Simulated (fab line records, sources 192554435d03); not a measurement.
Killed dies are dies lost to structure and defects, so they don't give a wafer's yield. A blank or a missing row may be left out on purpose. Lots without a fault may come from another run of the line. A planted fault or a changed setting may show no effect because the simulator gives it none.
A struck lot beside a sound one | flow n5_finfet | 16 steps out of a route of 1938
Sound: wafers L792.2, L792.5, L792.6. Struck: wafers L795.1, L795.4, L795.6. The cause comes at the end.
At each step with rows: each side's tool, then ch and its chambers, then its first start. Under that, the readings that differ: sound wafers | struck wafers | difference of the means | sigmas: that difference in standard deviations of wafers without a fault.
alike: readings whose means differ by less than 2 such deviations, and words and numbers that are the same on both sides. not compared: withheld readings, readings that some wafer has no value for, bounds like >300 that may hide the same value, and numbers for which the record gives no deviation and whose values overlap.
The two part at a step that has a row with sigmas, a row that says differs or no value, or rows on one side only. Numbers that don't overlap but have no deviation are shown without sigmas and don't part them. A reading that every wafer of one side lacks parts them only if that side has two wafers or more.

N5_MOL_CONTACT_COAG_DESCUM_13: chemistry O2, time 7 s.
  sound on rie_diel-01 ch 2,3, day 5 06:43; struck on rie_diel-02 ch 0,2,3, day 5 23:02
  alike: drypump_motor_current_A, oes_product_au, rf_vpp_V, showerhead_plenum_p_Torr, temp_c, throttle_valve_pct
  not compared: rf_hours_counter_h
then, 1 step without rows for these wafers: N5_MOL_CONTACT_COAG_ETCH_59 (etches underlayer in N2/H2, target depth 13 nm, time 10.4 s).
N5_MOL_CONTACT_COAG_ETCH_105: etches SiARC in CF4, target depth 15.6 nm, time 26 s.
  sound on rie_diel-01 ch 2,3, day 5 06:47; struck on rie_diel-02 ch 0,2,3, day 5 23:06
  alike: cf4_flow_sccm, drypump_motor_current_A, etch_rf_on_time_s, oes_product_au, rf_vpp_V, showerhead_plenum_p_Torr, throttle_valve_pct
  not compared: rf_hours_counter_h
then, 3 steps without rows for these wafers: N5_MOL_CONTACT_COAG_ETCH_106 (etches SOC in N2/H2, target depth 80 nm, overetch 16 nm, time 120 s); N5_MOL_CONTACT_COAG_STRIP_107 (strips in N2/H2); N5_MOL_CONTACT_COAG_STRIP_108 (strips in N2/H2).
N5_MOL_CONTACT_COAG_CONTACT_ETCH_14: etches SiO2 in C4F6/O2, target depth 27.5 nm, overetch 8.5 nm, time 20 s.
  sound on rie_diel-01 ch 2,3, day 5 06:55; struck on rie_diel-02 ch 0,2,3, day 5 23:14
  alike: drypump_motor_current_A, oes_product_au, rf_vpp_V, showerhead_plenum_p_Torr, throttle_valve_pct
  not compared: rf_hours_counter_h
then, 2 steps without rows for these wafers: N5_MOL_CONTACT_COAG_STRIP_109 (strips in C4F6/O2); N5_MOL_CONTACT_COAG_ETCH_15 (etches SiNx in CH3F/O2, stops on Si:P, target depth 7 nm).
N5_MOL_CONTACT_COAG_ETCH_110: etches Si in CF4/O2, target depth 2.5 nm, time 8 s.
  sound on rie_diel-01 ch 2,3, day 5 07:00; struck on rie_diel-02 ch 0,2,3, day 5 23:19
  alike: cf4_flow_sccm, drypump_motor_current_A, oes_product_au, rf_vpp_V, showerhead_plenum_p_Torr, throttle_valve_pct
  not compared: rf_hours_counter_h
N5_MOL_CONTACT_COAG_STRIP_98: strips in N2/H2.
  sound on rie_diel-01 ch 2,3, day 5 07:03; struck on rie_diel-02 ch 0,2,3, day 5 23:22
  reading    | sound             | struck            | difference | sigmas
  temp_c (C) | 39.87 39.91 39.89 | 40.10 40.12 40.15 | +0.23      | +2
  alike: drypump_motor_current_A, n2_flow_sccm, oes_product_au, power_w, rf_vpp_V, showerhead_plenum_p_Torr, throttle_valve_pct
  not compared: rf_hours_counter_h
N5_MOL_CONTACT_COAG_CD_MEAS_99: target cd 17.2 nm.
  sound on cd_sem-03, day 5 07:07; struck on cd_sem-01, day 5 23:26
  alike: cd_nm
N5_MOL_CONTACT_COAG_IMPLANT_129:
  sound on implanter-02 ch 0, day 5 07:11; struck on implanter-01 ch 0, day 5 23:28
  reading       | sound                        | struck                        | difference | sigmas
  beam_on_s (s) | 40.8 41.6 41.3               | 18.7 18.8 18.8                | -22.5      | -12
  dose_ions_cm2 | 5.99e+14 5.993e+14 5.996e+14 | 3.078e+14 3.077e+14 3.073e+14 | -2.917e+14 | -99 or more
then, 1 step without rows for these wafers: N5_MOL_CONTACT_COAG_PRECLEAN_111 (cleans in NF3:NH3, afs cycles 1, time 20 s, sublimation time 60 s).
-- the record jumps here: 3 days lie between the struck wafers' starts before and after (it left off in module MOL_CONTACT_COAG and takes up again in module BEOL_M4, whose first step shown is number 1111 of the route) --
N5_BEOL_M4_RC_MEAS_101:
  sound on prober-02 ch 0, day 8 08:52; struck on prober-01 ch 0, day 9 02:30
  alike: DIBL_N, DIBL_P, IOFF_N, IOFF_P, ION_N, ION_P, SS_N, SS_P, VT_N, VT_P
N5_PASSIVATION_PROBE_49:
  the record has rows for the sound wafers here (prober-02, day 12 14:26) and none for the struck ones

WHERE THEY PART
First at N5_MOL_CONTACT_COAG_STRIP_98; last, within this record, at N5_PASSIVATION_PROBE_49.

WHY: what the simulator had put in
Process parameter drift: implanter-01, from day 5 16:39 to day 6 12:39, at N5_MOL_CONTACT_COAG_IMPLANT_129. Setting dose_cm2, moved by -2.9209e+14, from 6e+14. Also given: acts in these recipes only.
